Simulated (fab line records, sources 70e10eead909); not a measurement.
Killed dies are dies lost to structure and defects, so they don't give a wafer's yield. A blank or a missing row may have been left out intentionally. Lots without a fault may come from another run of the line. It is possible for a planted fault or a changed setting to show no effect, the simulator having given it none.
Which tool was responsible? + flow nandHarc + 33 wafers from 11 lots sampled at 4 of the route's 1302 steps

## WHAT THE GAUGES SHOWED, per wafer
NHARC_P_STI_CD_MEAS_09: the cd target is 200 nm.
| lot  | measured     | on       | cdNm (nm)         |
|------|--------------|----------|-------------------|
| L540 | day 3 09:38  | cdSem-02 | 200.2 201.7 199.1 |
| L541 | day 3 21:05  | cdSem-03 | 199.2 199.5 196.7 |
| L542 | day 3 21:14  | cdSem-01 | 199.1 199.2 197.6 |
| L546 | day 5 18:04  | cdSem-01 | 199.4 201.2 199.6 |
| L549 | day 6 23:31  | cdSem-02 | 202.9 200.7 200.9 |
| L550 | day 7 08:33  | cdSem-02 | 200.9 198.6 198.7 |
| L557 | day 10 06:17 | cdSem-02 | 182.8 180.7 181.4 |
| L559 | day 11 02:53 | cdSem-03 | 177.0 180.9 180.6 |
| L560 | day 11 13:58 | cdSem-03 | 198.9 199.4 201.1 |
| L561 | day 11 23:47 | cdSem-03 | 199.5 196.9 199.4 |
| L562 | day 12 09:53 | cdSem-03 | 201.4 200.4 200.9 |

## WHICH TOOL RAN EACH LOT (tool, then ch and the chambers of the sampled wafers, then the start)
| lot  | NHARC_P_ZERO_WELL_ETCH_62                    | NHARC_P_ZERO_WELL_ETCH_63       | NHARC_P_STI_PEB_07               |
|------|----------------------------------------------|---------------------------------|----------------------------------|
| L540 | rieDiel-06 ch 1,2,3, day 2 07:39 or earlier  | rieSi-06 ch 0,2,3, day 2 07:39  | lithoTrack-07 ch 0, day 3 09:33  |
| L541 | rieDiel-03 ch 0,1,2, day 2 17:40 or earlier  | rieSi-05 ch 0,1,2, day 2 17:40  | lithoTrack-07 ch 0, day 3 20:59  |
| L542 | rieDiel-06 ch 1,2,3, day 3 03:34 or earlier  | rieSi-02 ch 0,1, day 3 03:34    | lithoTrack-03 ch 0, day 3 21:09  |
| L546 | rieDiel-05 ch 0,2, day 4 19:39 or earlier    | rieSi-05 ch 0,2, day 4 19:39    | lithoTrack-07 ch 0, day 5 17:58  |
| L549 | rieDiel-03 ch 0,1, day 6 01:40 or earlier    | rieSi-05 ch 1,2, day 6 01:40    | lithoTrack-05 ch 0, day 6 23:26  |
| L550 | rieDiel-03 ch 2,3, day 6 11:34 or earlier    | rieSi-02 ch 1,2,3, day 6 11:34  | lithoTrack-03 ch 0, day 7 08:28  |
| L557 | rieDiel-05 ch 2,3, day 9 09:41 or earlier    | rieSi-05 ch 1,2,3, day 9 09:41  | lithoTrack-07 ch 0, day 10 06:11 |
| L559 | rieDiel-06 ch 1,3, day 10 05:42 or earlier   | rieSi-06 ch 0,1,2, day 10 05:42 | lithoTrack-07 ch 0, day 11 02:47 |
| L560 | rieDiel-06 ch 0,1,3, day 10 15:34 or earlier | rieSi-06 ch 0,1,2, day 10 15:34 | lithoTrack-03 ch 0, day 11 13:52 |
| L561 | rieDiel-03 ch 0,1,2, day 11 01:51 or earlier | rieSi-02 ch 0,1,2, day 11 01:51 | lithoTrack-03 ch 0, day 11 23:42 |
| L562 | rieDiel-05 ch 1,3, day 11 11:43 or earlier   | rieSi-05 ch 0,1, day 11 11:43   | lithoTrack-05 ch 0, day 12 09:48 |
- NHARC_P_ZERO_WELL_ETCH_62: etches the open film in CHF3/Ar, target depth 13 nm, time 6.5 s.
- NHARC_P_ZERO_WELL_ETCH_63: etches the open film in HBr/Cl2, target depth 120 nm, time 40.1 s.
- NHARC_P_STI_PEB_07: peb time 80 s.

## THE ANSWER, worked out from the rows above alone
Rule: the usual values come from the lots themselves. Put in order of their means at a reading, lots are off if they are a third of the lots or fewer, leave a main group of 4 or more, and stand apart from it by a gap of 3 or more times the standard deviation of the main group's means; of several such gaps the widest counts. Not used: any main group whose means are identical at the precision the tables above print for the reading. Also off: a lot with no number at a reading for which 4 or more lots have one. Where the step has rows for the other lots, those lots are counted as sound.
Off at NHARC_P_STI_CD_MEAS_09 (cdNm): L557, L559. For the main group the mean is 199.7 nm and the standard deviation 1.
A tool fits if, at a process step before that reading, it ran every lot that is off, and no sound lot after the first of them. Those tools and the gauges at NHARC_P_STI_CD_MEAS_09 are tried in the same way. NHARC_P_ZERO_WELL_ETCH_62: start missing for some lots; hours and lot order therefore follow NHARC_P_ZERO_WELL_ETCH_63. One fits: lithoTrack-07 at NHARC_P_STI_PEB_07. A fault onset in the window from L546 (day 5 17:58, its last sound lot) to L557 (day 10 06:11, its first lot off) fits.

## WHAT HAD BEEN PUT IN BY THE SIMULATOR
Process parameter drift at NHARC_P_STI_PEB_07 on lithoTrack-07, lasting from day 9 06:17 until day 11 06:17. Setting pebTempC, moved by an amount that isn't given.
Struck lots among those shown: L557, L559. Same finding as the rule above.
